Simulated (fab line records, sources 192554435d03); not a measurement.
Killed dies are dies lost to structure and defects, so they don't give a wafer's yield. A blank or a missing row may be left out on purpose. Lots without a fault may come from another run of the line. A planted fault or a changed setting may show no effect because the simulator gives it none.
A struck lot beside a sound one | flow n5_finfet | 42 steps out of a route of 1938
Sound: wafers L613.3, L613.4, L613.5. Struck: wafers L618.3, L618.4, L618.5. The cause comes at the end.
At each step with rows: each side's tool, then ch and its chambers, then its first start. Under that, the readings that differ: sound wafers | struck wafers | difference of the means | sigmas: that difference in standard deviations of wafers without a fault.
alike: readings whose means differ by less than 2 such deviations, and words and numbers that are the same on both sides. not compared: withheld readings, readings that some wafer has no value for, bounds like >300 that may hide the same value, and numbers for which the record gives no deviation and whose values overlap.
The two part at a step that has a row with sigmas, a row that says differs or no value, or rows on one side only. Numbers that don't overlap but have no deviation are shown without sigmas and don't part them. A reading that every wafer of one side lacks parts them only if that side has two wafers or more.

first, 11 steps without rows for these wafers: N5_BEOL_M2_DESCUM_33 (chemistry O2, time 7 s); N5_BEOL_M2_ETCH_77 (etches underlayer in N2/H2, target depth 6.5 nm, time 5.2 s); N5_BEOL_M2_ETCH_69 (etches SiARC in CF4, target depth 15.6 nm, time 26 s); N5_BEOL_M2_ALD_98 (deposits SiO2, target thk 2.5 nm, pulse time 1 s, co reactant pulse time 1 s); N5_BEOL_M2_ETCHBACK_99 (etches SiO2 in CHF3, target depth 5 nm, time 10.4 s); N5_BEOL_M2_ETCH_70 (etches SOC in N2/H2, target depth 80 nm, overetch 24 nm, time 130 s); N5_BEOL_M2_STRIP_71 (strips in N2/H2); N5_BEOL_M2_STRIP_78 (strips in N2/H2); N5_BEOL_M2_VIA_ETCH_34 (etches the open film in C4F6/O2, target depth 69.4 nm, time 65.9 s); N5_BEOL_M2_STRIP_83 (strips in C4F6/O2); N5_BEOL_M2_STRIP_36 (strips in N2/H2).
N5_BEOL_M2_TRENCH_ETCH_37: etches SiOC in C4F6/O2, target depth 55.555 nm, time 29.2 s.
  sound on rie_diel-03 ch 1,2,3, day 8 07:22; struck on rie_diel-03 ch 1,2,3, day 9 22:50
  reading                             | sound             | struck            | difference | sigmas
  bias_w (W)                          | 184.1 184.3 184.2 | 157.2 156.3 155.7 | -27.8      | -48
  rf_vpp_V (V)                        | 675 665 661       | 591 579 584       | -82        | -5
  model.etch.depth_nm (nm)            | 54.79 55.96 55.02 | 51.51 51.45 51.91 | -3.63      |
  model.BEOL_M2.feature_depth_nm (nm) | 54.8 56 55        | 51.6 51.4 52      | -3.6       |
  alike: C4F6_flow_sccm, drypump_motor_current_A, oes_product_au, showerhead_plenum_p_Torr, throttle_valve_pct
  not compared: rf_hours_counter_h
then, 27 steps without rows for these wafers: N5_BEOL_M2_ETCH_41 (etches SiCN in CH3F/O2, target depth 29.9 nm, time 52.5 s); N5_BEOL_M2_STRIP_97 (strips in N2/H2, time 10 s); N5_BEOL_M2_HM_STRIP_39 (strips TiN in peroxide tin strip, target depth 25 nm, time 158 s); N5_BEOL_M2_SRD_40 (time 30 s); N5_BEOL_M2_PRECLEAN_42 (cleans in residue remover, time 60 s); N5_BEOL_M2_SRD_43 (time 30 s); N5_BEOL_M2_DEGAS_44 (time 60 s); N5_BEOL_M2_PRE_CLEAN_45 (time 30 s); N5_BEOL_M2_ALD_84 (deposits TaN, pulse time 2 s, purge time 3 s, co reactant purge time 2 s); N5_BEOL_M2_SURFACE_TREAT_85; N5_BEOL_M2_CVD_47 (deposits Co from CCTBA/H2, target thk 3 nm, time 223.8 s); N5_BEOL_M2_SPUTTER_48 (material Cu, target thk 4.5 nm, time 8.29 s); N5_BEOL_M2_ANNEAL_49 (time 240 s); N5_BEOL_M2_SPUTTER_79 (material Cu, target thk 4.5 nm, time 8.29 s); N5_BEOL_M2_ANNEAL_80 (time 240 s); N5_BEOL_M2_SPUTTER_81 (material Cu, target thk 4.5 nm, time 8.29 s); N5_BEOL_M2_ANNEAL_82 (time 240 s); N5_BEOL_M2_SPUTTER_86 (material Cu, target thk 4.5 nm, time 8.29 s); N5_BEOL_M2_ANNEAL_87 (time 240 s); N5_BEOL_M2_SPUTTER_88 (material Cu, target thk 4.5 nm, time 8.29 s); N5_BEOL_M2_ANNEAL_89 (time 240 s); N5_BEOL_M2_SPUTTER_90 (material Cu, target thk 4.5 nm, time 8.29 s); N5_BEOL_M2_ANNEAL_91 (time 240 s); N5_BEOL_M2_SPUTTER_92 (material Cu, target thk 4.5 nm, time 8.29 s); N5_BEOL_M2_ANNEAL_93 (time 240 s); N5_BEOL_M2_SPUTTER_94 (material Cu, target thk 4.5 nm, time 8.29 s); N5_BEOL_M2_ANNEAL_95 (time 240 s).
N5_BEOL_M2_CMP_52: polishes, stops on SiOC, t overpolish 6.8 s, target thk 40 nm.
  sound on cmp-02 ch 2,3, day 8 11:03; struck on cmp-02 ch 0,1,2, day 10 03:50
  reading                                | sound        | struck         | difference | sigmas
  model.Cu_of_BEOL_M2_ECD_50.thk_nm (nm) | 39 41.2 39.4 | 37.4 34.6 37.8 | -3.3       |
  alike: barrier_field_endpoint_s, head_pressure_psi, motor_current_A, overpolish_run_s, time_to_endpoint_s
N5_BEOL_M4_RC_MEAS_101:
  sound on prober-02 ch 0, day 9 17:15; struck on prober-02 ch 0, day 11 02:47
  alike: DIBL_N, DIBL_P, IOFF_N, IOFF_P, ION_N, ION_P, SS_N, SS_P, VT_N, VT_P
-- the record jumps here: 4 days lie between the struck wafers' starts before and after (it left off in module BEOL_M4 and takes up again in module PASSIVATION, whose first step shown is number 1936 of the route) --
N5_PASSIVATION_PROBE_49:
  the record has rows for the struck wafers here (prober-01, day 15 06:32) and none for the sound ones

WHERE THEY PART
First at N5_BEOL_M2_TRENCH_ETCH_37; last, within this record, at N5_PASSIVATION_PROBE_49.

WHY: what the simulator had put in
Process parameter drift: rie_diel-03, from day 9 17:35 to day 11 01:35, at N5_BEOL_M2_TRENCH_ETCH_37. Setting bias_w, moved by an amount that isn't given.
